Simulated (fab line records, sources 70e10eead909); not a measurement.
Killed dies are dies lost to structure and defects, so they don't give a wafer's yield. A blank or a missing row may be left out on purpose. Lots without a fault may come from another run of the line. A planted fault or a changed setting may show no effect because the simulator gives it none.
fab line records | flow nand_harc
record lots=6 wafers=18 last_day=24
route steps=1159 shown P_M2@330 END@1159
lots that met no fault: from a run of the same line without faults
start_h: hours from the record's first day to the start of the lot's first wafer shown | wait_h: hours since the lot's step before | " the same as in the row above | L1.1+2: a row that stands for several wafers | - no value, or no start given | * or withheld: withheld | < > ~ a bound
route shown NAME@n: a module of which the file shows steps, and the number in the route of the first | usual: mean/standard deviation of fault-free wafers | same: alike in all rows | chamber/n: place in a boat | sites: the reading at each site | _std_site: their standard deviation | _edge_site: outer sites' mean less inner sites' | radius_mm: how far each site lies from the wafer's centre | mask NAME#n: copy n | behind: the tool/chamber that last shaped the wafer | hold: why the lot was held/for how many hours/how that ended | device: the transistor (n, p or np) that didn't switch | end of line: the same wafers' tests at the end of the route | a step without rows: its recipe alone | killed: dies lost to structure and defects at the first sort, not the wafer's yield | map: a wafer's dies, x killed, . not, _ none there
set.NAME: the setting as run; set.NAME@STEP: as run at that earlier step | model.NAME: the simulator's own value behind a step, which no gauge read
lots at some steps of the route; a table a step, a row a wafer
services: from which hour (start_h, from the record's first day; less than 0 if before it) a tool's chamber was out of use, for how many hours, and why
## steps
# step NHARC_P_M2_INSPECT_11
# usual raw_defect_count=4.0/2.2
# columns lot.wafer tool chamber start_h wait_h raw_defect_count
L660.2 defect_inspect-02 - 142.94 0.0 1
L660.3 " - " " 2
L660.4 " - " " 5
L664.2 defect_inspect-01 - 174.33 0.0 2
L664.3 " - " " 5
L664.4 " - " " 7
L670.2 defect_inspect-01 - 212.52 0.0 4
L670.3 " - " " 1
L670.5 " - " " 3
L672.1 defect_inspect-01 - 212.79 0.0 0
L672.2 " - " " 1
L672.5 " - " " 4
L673.2 defect_inspect-01 - 222.71 0.1 3
L673.3 " - " " 2
L673.4 " - " " 4
L675.2 defect_inspect-01 - 243.26 0.0 4
L675.3 " - " " 9
L675.4 " - " " 6
# step NHARC_P_M2_DESCUM_14
# recipe time_s=3 o2_flow_sccm=200 ar_flow_sccm=0 bias_power_w=0 chemistry=O2
# usual drypump_motor_current_A=6.0/0.41 oes_product_au=1.002/0.0064 rf_vpp_V=57.8/0.98 showerhead_plenum_p_Torr=1.92/0.077 throttle_valve_pct=11.310/0.009
# columns lot.wafer tool chamber start_h wait_h drypump_motor_current_A oes_product_au rf_hours_counter_h rf_vpp_V showerhead_plenum_p_Torr throttle_valve_pct
L660.4 rie_diel-02 2 143.00 0.1 5.9 1.008 6 55.4 1.97 11.318
L660.3 " 3 " " 6.5 1.007 6 57.7 1.87 11.326
L660.2 " 1 " " 6.1 1.015 5 58.5 2.00 11.308
L664.4 rie_diel-06 2 174.39 0.1 5.0 1.006 15 58.9 2.02 11.316
L664.3 " 3 " " 6.6 0.993 23 57.9 2.02 11.312
L664.2 " 1 " " 5.4 0.996 16 56.4 1.79 11.316
L670.2 rie_diel-02 1 212.60 0.1 6.1 1.012 2 59.2 2.00 11.317
L670.3 " 2 " " 5.9 0.996 2 59.0 1.97 11.302
L670.5 " 0 " " 6.2 1.006 - 57.7 1.83 11.305
L672.2 rie_diel-06 3 212.86 0.1 6.6 1.001 31 60.0 2.01 11.308
L672.1 " 1 " " 5.5 1.000 23 57.9 1.79 11.323
L672.5 " 2 " " 5.0 1.011 - 57.0 2.02 11.294
L673.3 rie_diel-02 0 222.77 0.1 6.1 1.007 2 56.5 1.83 11.314
L673.2 " 1 " " 6.0 1.013 2 58.1 2.00 11.323
L673.4 " 3 " " 6.5 1.007 2 57.4 1.87 11.309
L675.4 rie_diel-13 1 243.41 0.1 6.3 1.000 60 57.7 1.87 11.306
L675.3 " 2 " " 5.8 1.001 55 58.0 1.94 11.318
L675.2 " 0 " " 5.9 0.997 60 55.8 1.77 11.296
# step NHARC_P_M2_ETCH_35
# recipe target_depth_a=400 overetch_a=120 time_s=43.94 ion_energy_ev=200 n2_flow_sccm=150 h2_flow_sccm=150 ar_flow_sccm=0 rf_w=400 bias_w=150 chemistry=N2/H2
# usual drypump_motor_current_A=6.0/0.42 oes_product_au=1.001/0.0065 rf_vpp_V=430.6/2.5 showerhead_plenum_p_Torr=2.04/0.085 throttle_valve_pct=14.171/0.0086
# columns lot.wafer tool chamber start_h wait_h drypump_motor_current_A oes_product_au rf_hours_counter_h rf_vpp_V showerhead_plenum_p_Torr throttle_valve_pct
L660.2 rie_diel-02 3 143.09 0.1 6.5 1.004 6 429.8 2.00 14.160
L660.4 " 0 " " 6.1 0.998 6 427.6 1.95 14.172
L660.3 " 2 " " 6.0 1.002 6 432.3 2.11 14.160
L664.3 rie_diel-06 1 174.48 0.1 5.4 0.996 16 427.8 1.90 14.160
L664.2 " 2 " " 5.1 0.989 15 434.6 2.15 14.170
L664.4 " 3 " " 6.7 1.006 23 433.4 2.15 14.172
L670.2 rie_diel-02 0 212.68 0.1 6.2 0.998 2 427.4 1.95 14.175
L670.3 " 2 " " 6.0 1.007 2 432.7 2.11 14.162
L670.5 " 0 " " 6.2 1.001 - 427.2 1.95 14.170
L672.1 rie_diel-06 0 212.93 0.1 5.3 0.986 29 427.5 2.02 14.159
L672.2 " 3 " " 6.6 1.003 31 433.8 2.15 14.170
L672.5 " 0 " " 5.3 0.998 - 430.2 2.02 14.177
L673.4 rie_diel-02 0 222.86 0.1 6.1 0.994 2 428.3 1.95 14.167
L673.3 " 1 " " 6.1 1.003 2 433.4 2.13 14.168
L673.2 " 2 " " 6.0 0.987 2 432.6 2.11 14.168
L675.3 rie_diel-13 0 243.49 0.1 5.9 1.006 60 427.4 1.89 14.174
L675.2 " 2 " " 5.8 1.006 55 430.1 2.07 14.174
L675.4 " 3 " " 6.4 0.996 20 433.1 2.12 14.169
# step NHARC_P_M2_ETCH_15
# recipe target_depth_a=1825 time_s=91.2 c4f8_flow_sccm=withheld ar_flow_sccm=400 rf_w=600 bias_w=300 chemistry=C4F8/Ar
# step NHARC_P_M2_CD_MEAS_16
# usual cd_nm=169.8/0.57
# columns lot.wafer tool chamber start_h wait_h cd_nm
L660.2 cd_sem-01 - 143.31 - 169.6
L660.3 " - " " 169.4
L660.4 " - " " 169.4
L664.2 cd_sem-02 - 174.70 - 169.0
L664.3 " - " " 168.9
L664.4 " - " " 168.7
L670.2 cd_sem-03 - 212.89 - 170.0
L670.3 " - " " 169.7
L670.5 " - " " 170.5
L672.1 cd_sem-01 - 213.15 - 170.6
L672.2 " - " " 169.2
L672.5 " - " " 169.9
L673.2 cd_sem-03 - 223.10 - 169.8
L673.3 " - " " 169.6
L673.4 " - " " 171.0
L675.2 cd_sem-03 - 243.71 - 168.8
L675.3 " - " " 169.4
L675.4 " - " " 168.9
# step NHARC_P_M2_STRIP_18
# recipe power_w=1000 n2_flow_sccm=150 h2_flow_sccm=150 ar_flow_sccm=0 bias_w=0 chemistry=N2/H2
# step NHARC_P_M2_ETCH_28
# recipe target_depth_a=300 over_etch_frac=0.3 time_s=72.99 ion_energy_ev=150 cf4_flow_sccm=50 n2_flow_sccm=100 ar_flow_sccm=150 rf_w=300 bias_w=100 chemistry=CF4/N2
# usual drypump_motor_current_A=6.0/0.44 oes_product_au=1.002/0.0073 rf_vpp_V=314.3/2 showerhead_plenum_p_Torr=2.64/0.1 throttle_valve_pct=19.794/0.0093
# columns lot.wafer tool chamber start_h wait_h drypump_motor_current_A oes_product_au rf_hours_counter_h rf_vpp_V showerhead_plenum_p_Torr throttle_valve_pct
L660.2 rie_diel-13 1 - - 6.2 1.003 16 313.0 2.58 19.797
L660.3 " 2 " " 5.8 0.997 18 314.6 2.67 19.798
L660.4 " 1 " " 6.2 0.991 - 313.7 2.58 19.777
L664.4 rie_diel-06 1 - - 5.4 1.001 16 310.5 2.46 19.805
L664.3 " 2 " " 5.0 1.004 15 316.4 2.76 19.788
L664.2 " 3 " " 6.7 1.002 23 317.9 2.76 19.799
L670.2 rie_diel-02 0 - - 6.2 1.002 2 311.9 2.52 19.797
L670.3 " 1 " " 6.1 1.011 2 316.3 2.73 19.791
L670.5 " 3 " " 6.6 1.007 - 312.0 2.57 19.801
L672.2 rie_diel-06 3 - - 6.7 0.996 31 316.9 2.76 19.807
L672.1 " 0 " " 5.3 0.993 29 313.5 2.60 19.786
L672.5 " 2 " " 5.0 1.004 - 317.1 2.76 19.802
L673.2 rie_diel-13 0 223.59 0.4 5.9 0.996 53 310.8 2.45 19.802
L673.3 " 2 " " 5.8 0.996 - 315.1 2.66 19.803
L673.4 " 0 " " 5.9 0.989 - 311.4 2.45 19.796
L675.2 rie_diel-02 2 - - 6.0 1.000 3 314.8 2.70 19.774
L675.3 " 3 " " 6.5 0.998 3 313.3 2.57 19.783
L675.4 " 0 " " 6.2 1.005 3 311.0 2.52 19.797
# step NHARC_P_M2_STRIP_19
# recipe time_s=600 temp_c=30 chemistry=post_etch_residue_remover
# step NHARC_P_M2_DEGAS_29
# recipe temp_c=250 time_s=60
# usual heater_power_w=331/36
# columns lot.wafer tool chamber start_h wait_h heater_power_w
L660.2 pvd_sputter-01 - 144.08 - 339
L660.3 " - " " 310
L660.4 " - " " 318
L664.3 pvd_sputter-01 - 175.43 - 332
L664.4 " - " " 290
L664.2 " - " " 333
L670.3 pvd_sputter-02 - 213.60 - 375
L670.2 " - " " 356
L670.5 " - " " 350
L672.1 pvd_sputter-01 - 213.87 - 285
L672.2 " - " " 306
L672.5 " - " " 284
L673.2 pvd_sputter-01 - 224.03 - 299
L673.4 " - " " 329
L673.3 " - " " 288
L675.2 pvd_sputter-02 - 244.44 - 397
L675.4 " - " " 374
L675.3 " - " " 348
# step NHARC_P_M2_PRE_CLEAN_30
# recipe time_s=30 temp_c=280 gas=H2/He
# usual heater_power_w=407/44
# columns lot.wafer tool chamber start_h wait_h heater_power_w
L660.4 pvd_sputter-01 - - - 394
L660.2 " - " " 427
L660.3 " - " " 344
L664.4 pvd_sputter-01 - - - 350
L664.3 " - " " 401
L664.2 " - " " 431
L670.3 pvd_sputter-02 - - - 471
L670.2 " - " " 441
L670.5 " - " " 478
L672.1 pvd_sputter-01 - - - 359
L672.2 " - " " 365
L672.5 " - " " 417
L673.3 pvd_sputter-01 - - - 395
L673.2 " - " " 414
L673.4 " - " " 352
L675.2 pvd_sputter-02 - - - 502
L675.3 " - " " 452
L675.4 " - " " 430
# step NHARC_P_M2_PVD_20
# recipe target_thk_a=50 bias_v=168.6 power_w=15000 chamber_pressure_pa=0.12 time_s=8.06 substrate_temp_c=50 material=TaN
# step NHARC_P_M2_PVD_21
# recipe target_thk_a=300 chamber_pressure_pa=5 power_w=5000 substrate_temp_c=30 time_s=20.49 material=Cu
# step NHARC_P_M2_ECD_22
# recipe target_thk_a=4000 bath_temp_c=25 material=Cu
# usual bath_heat_duty_pct=6.2/0.5 bath_temp_c=25.00/0.096
# columns lot.wafer tool chamber start_h wait_h bath_heat_duty_pct bath_temp_c
L660.2 ecd_cu-02 0 144.49 - 6.0 24.98
L660.4 " 1 " " 6.5 24.89
L660.3 " 0 " " 6.5 25.02
L664.2 ecd_cu-01 1 175.84 - 5.3 24.97
L664.4 " 0 " " 6.3 24.93
L664.3 " 1 " " 6.3 25.11
L670.2 ecd_cu-01 1 214.01 - 5.7 25.11
L670.3 " 0 " " 6.3 25.00
L670.5 " 1 " " 6.4 25.05
L672.1 ecd_cu-02 1 214.23 - 6.5 24.97
L672.2 " 0 " " 6.1 25.11
L672.5 " 1 " " 6.7 24.96
L673.2 ecd_cu-01 0 224.79 - 6.7 25.82
L673.3 " 1 " " 8.5 25.95
L673.4 " 0 " " 6.5 25.79
L675.2 ecd_cu-01 1 244.85 - 8.0 26.08
L675.4 " 0 " " 6.5 25.91
L675.3 " 1 " " 7.2 25.85
# step NHARC_P_M2_ANNEAL_31
# recipe temp_c=225 time_s=90
# step NHARC_END_SORT_01
# recipe temp_c=25
# usual defect_limited_yield=94.9/1.7 killed_at_array=31/12 killed_at_other=0.6/0.85 killed_at_periphery=3.0/2.3 killed_dies=35/12 killed_open=3.2/1.9 killed_short=1.8/1.4 sort_bin_2_pct=1.6/0.7 sort_bin_3_pct=0.28/0.22 sort_bin_4_pct=3.3/1.2 sort_n_pass=642/12 sort_rim_yield_pct=97.7/1.5 sort_yield_pct=94.9/1.7
# same gross_dies=677 sort_bin_5_pct[%]=0 sort_bin_6_pct[%]=0 sort_bin_7_pct[%]=0 sort_bin_8_pct[%]=0 sort_rim_n_gross=106.00
# columns lot.wafer tool chamber start_h wait_h defect_limited_yield[%] killed_at_array killed_at_other killed_at_periphery killed_dies killed_open killed_short sort_bin_2_pct[%] sort_bin_3_pct[%] sort_bin_4_pct[%] sort_n_pass sort_rim_yield_pct[%] sort_yield_pct[%]
L660.2 prober-02 0 446.39 2.8 96.8 20 0 2 22 2 7 1.0 0.15 2.1 655 96.2 96.8
L660.3 prober-02 0 447.19 3.1 97.9 13 0 1 14 1 0 0.9 0.30 0.9 663 99.1 97.9
L660.4 prober-02 0 447.99 3.4 98.5 9 0 1 10 1 2 0.6 0.30 0.6 667 99.1 98.5
L664.2 prober-02 0 501.74 2.8 93.2 42 2 2 46 2 2 0.9 0.89 5.0 631 94.3 93.2
L664.3 prober-02 0 502.54 3.1 93.9 36 1 4 41 4 2 2.1 0.15 3.8 636 95.3 93.9
L664.4 prober-02 0 503.34 3.4 94.5 34 0 3 37 2 0 1.6 0.30 3.5 640 97.2 94.5
L672.1 prober-01 0 533.85 2.5 95.1 30 1 2 33 2 1 0.9 0.15 3.8 644 96.2 95.1
L672.2 prober-01 0 534.65 2.8 95.4 30 1 0 31 1 2 1.0 0.30 3.2 646 97.2 95.4
L672.5 prober-01 0 537.04 3.7 94.7 35 0 1 36 1 0 1.9 0.15 3.2 641 98.1 94.7
L670.2 prober-02 0 542.31 2.8 94.8 33 0 2 35 3 0 1.8 0.15 3.2 642 98.1 94.8
L670.3 prober-02 0 543.11 3.1 94.7 35 1 0 36 3 2 2.2 0.30 2.8 641 99.1 94.7
L670.5 prober-02 0 544.70 3.7 95.4 30 0 1 31 0 0 1.5 0.30 2.8 646 98.1 95.4
L673.2 prober-02 0 550.07 2.8 93.9 37 1 3 41 2 3 1.8 0.30 4.0 636 97.2 93.9
L673.3 prober-02 0 550.89 3.1 94.8 33 0 2 35 2 3 1.3 0 3.8 642 98.1 94.8
L673.4 prober-02 0 551.70 3.4 94.2 37 0 2 39 4 2 1.6 0.59 3.5 638 97.2 94.2
# killed by level:class
L660.2 A_BLC:chamber_film_flake=4 A_CHANNEL_HOLE_D1:chamber_film_flake=3 A_SGD_CUT:geometric_particle:short=2 A_WL_FILL:geometric_particle:short=2 A_CONTACT:geometric_particle:short=2 A_CONTACT:chamber_film_flake=2 P_M0:geometric_particle:open=1 A_CHANNEL_FILL_D1:geometric_particle:short=1
L660.3 A_STAIRCASE:chamber_film_flake=5 A_CHANNEL_HOLE_D1:chamber_film_flake=4 A_BLC:chamber_film_flake=2 A_CHANNEL_FILL_D1:geometric_particle:open=1 P_STI:chamber_film_flake=1 A_CONTACT:chamber_film_flake=1
L660.4 A_CHANNEL_HOLE_D1:chamber_film_flake=3 A_WL_FILL:chamber_film_flake=2 A_ONON_D1:geometric_particle:short=1 A_CHANNEL_FILL_D1:geometric_particle:short=1 A_CONTACT:geometric_particle:open=1 P_STI:chamber_film_flake=1 A_SLIT:chamber_film_flake=1
L664.2 A_STAIRCASE:chamber_film_flake=14 A_SLIT:chamber_film_flake=12 A_CONTACT:chamber_film_flake=8 A_WL_FILL:chamber_film_flake=3 A_CHANNEL_HOLE_D1:chamber_film_flake=2 P_GATE:geometric_particle:open=1 A_ONON_D1:geometric_particle:open=1 A_CHANNEL_FILL_D1:geometric_particle:short=1
L664.3 A_STAIRCASE:chamber_film_flake=13 A_SLIT:chamber_film_flake=10 A_CONTACT:chamber_film_flake=5 A_WL_FILL:chamber_film_flake=2 P_M0:geometric_particle:open=1 P_M1:geometric_particle:short=1 A_CHANNEL_FILL_D1:geometric_particle:open=1 A_SGD_CUT:geometric_particle:open=1
L664.4 A_CONTACT:chamber_film_flake=10 A_SLIT:chamber_film_flake=10 A_STAIRCASE:chamber_film_flake=7 A_CHANNEL_HOLE_D1:chamber_film_flake=5 P_STI:geometric_particle:open=1 A_SGD_CUT:geometric_particle:open=1 P_STI:chamber_film_flake=1 P_M1:chamber_film_flake=1
L672.1 A_CHANNEL_HOLE_D1:chamber_film_flake=19 A_CONTACT:chamber_film_flake=4 A_STAIRCASE:chamber_film_flake=3 A_WL_FILL:chamber_film_flake=3 P_GATE:geometric_particle:open=1 P_CONTACT:geometric_particle:open=1 A_CHANNEL_FILL_D1:geometric_particle:short=1 THIN_TSV:chamber_film_flake=1
L672.2 A_CHANNEL_HOLE_D1:chamber_film_flake=19 A_WL_FILL:chamber_film_flake=5 A_CONTACT:chamber_film_flake=3 A_CHANNEL_HOLE_D1:geometric_particle:short=1 A_WL_FILL:geometric_particle:short=1 A_BLC:geometric_particle:open=1 THIN_TSV:chamber_film_flake=1
L672.5 A_CHANNEL_HOLE_D1:chamber_film_flake=27 A_WL_FILL:chamber_film_flake=5 A_CONTACT:chamber_film_flake=2 P_M0:geometric_particle:open=1 A_STAIRCASE:chamber_film_flake=1
L670.2 A_SLIT:chamber_film_flake=19 A_CONTACT:chamber_film_flake=5 A_STAIRCASE:chamber_film_flake=4 A_CHANNEL_HOLE_D1:chamber_film_flake=2 P_M0:geometric_particle:open=1 P_M2:geometric_particle:open=1 A_ONON_D1:geometric_particle:open=1 A_ZERO_WELL:chamber_film_flake=1
L670.3 A_SLIT:chamber_film_flake=16 A_STAIRCASE:chamber_film_flake=7 A_CHANNEL_HOLE_D1:chamber_film_flake=5 A_M0:geometric_particle:open=2 A_CONTACT:chamber_film_flake=2 A_CHANNEL_FILL_D1:geometric_particle:short=1 A_WL_FILL:geometric_particle:open=1 A_M0:geometric_particle:short=1
L670.5 A_SLIT:chamber_film_flake=17 A_CHANNEL_HOLE_D1:chamber_film_flake=4 A_STAIRCASE:chamber_film_flake=4 A_CHANNEL_FILL_D1:chamber_film_flake=3 A_CONTACT:chamber_film_flake=2 P_STI:chamber_film_flake=1
L673.2 A_SLIT:chamber_film_flake=13 A_CHANNEL_HOLE_D1:chamber_film_flake=7 A_CONTACT:chamber_film_flake=7 A_STAIRCASE:chamber_film_flake=5 A_M1:geometric_particle:short=2 P_BONDPAD:chamber_film_flake=2 P_CONTACT:geometric_particle:open=1 A_WL_FILL:geometric_particle:short=1
L673.3 A_SLIT:chamber_film_flake=19 A_CHANNEL_HOLE_D1:chamber_film_flake=5 A_STAIRCASE:chamber_film_flake=3 A_CONTACT:chamber_film_flake=2 P_CONTACT:geometric_particle:short=1 P_CONTACT:geometric_particle:open=1 A_CHANNEL_FILL_D1:geometric_particle:open=1 A_CHANNEL_FILL_D1:geometric_particle:short=1
L673.4 A_SLIT:chamber_film_flake=18 A_CHANNEL_HOLE_D1:chamber_film_flake=7 A_CONTACT:chamber_film_flake=5 A_CONTACT:geometric_particle:open=2 P_CONTACT:geometric_particle:open=1 P_M1:geometric_particle:short=1 A_ONON_D1:geometric_particle:short=1 A_ONON_D1:geometric_particle:open=1
## services
# columns tool chamber start_h hours kind
ecd_cu-02 - 121.71 1.8 repair
rie_diel-02 0 129.85 - clean
rie_diel-02 1 129.85 - clean
rie_diel-02 2 129.85 - clean
rie_diel-02 3 129.85 - clean
rie_diel-06 0 131.80 9.3 repair
rie_diel-13 3 135.60 88.1 repair
rie_diel-02 - 150.70 9.0 pm
rie_diel-02 0 150.70 9.0 vent_cycle
rie_diel-02 1 150.70 9.0 vent_cycle
rie_diel-02 2 150.70 9.0 vent_cycle
rie_diel-02 3 150.70 9.0 vent_cycle
pvd_sputter-01 - 158.00 10.0 pm
rie_diel-02 0 159.70 - clean
rie_diel-02 1 159.70 - clean
rie_diel-02 2 159.70 - clean
ecd_cu-02 - 180.00 8.0 pm
rie_diel-02 - 180.35 0.4 repair
rie_diel-13 2 181.36 1.6 repair
rie_diel-13 2 191.41 6.1 repair
rie_diel-13 - 193.39 0.4 repair
pvd_sputter-02 - 214.00 10.0 pm
rie_diel-13 1 219.31 4.5 repair
rie_diel-06 - 241.20 9.0 pm
## key
first_sign step=NHARC_P_M2_ECD_22 reading=bath_temp_c direction=up sigmas=9.4 usual=* struck=*
effect step=NHARC_P_M2_ECD_22 reading=bath_heat_duty_pct direction=up sigmas=2.2 usual=6.2 struck=7.3
met_at NHARC_P_M2_ECD_22
struck_wafers L673.2,L673.3,L673.4,L675.2,L675.3,L675.4
onset_between 214.01 224.79
fault kind=process_parameter_drift tool=ecd_cu-01 chamber=- onset_h=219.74 steps=NHARC_P_M2_ECD_22 channel=bath_temp_c offset=* shape=step acts_in=* stated=*
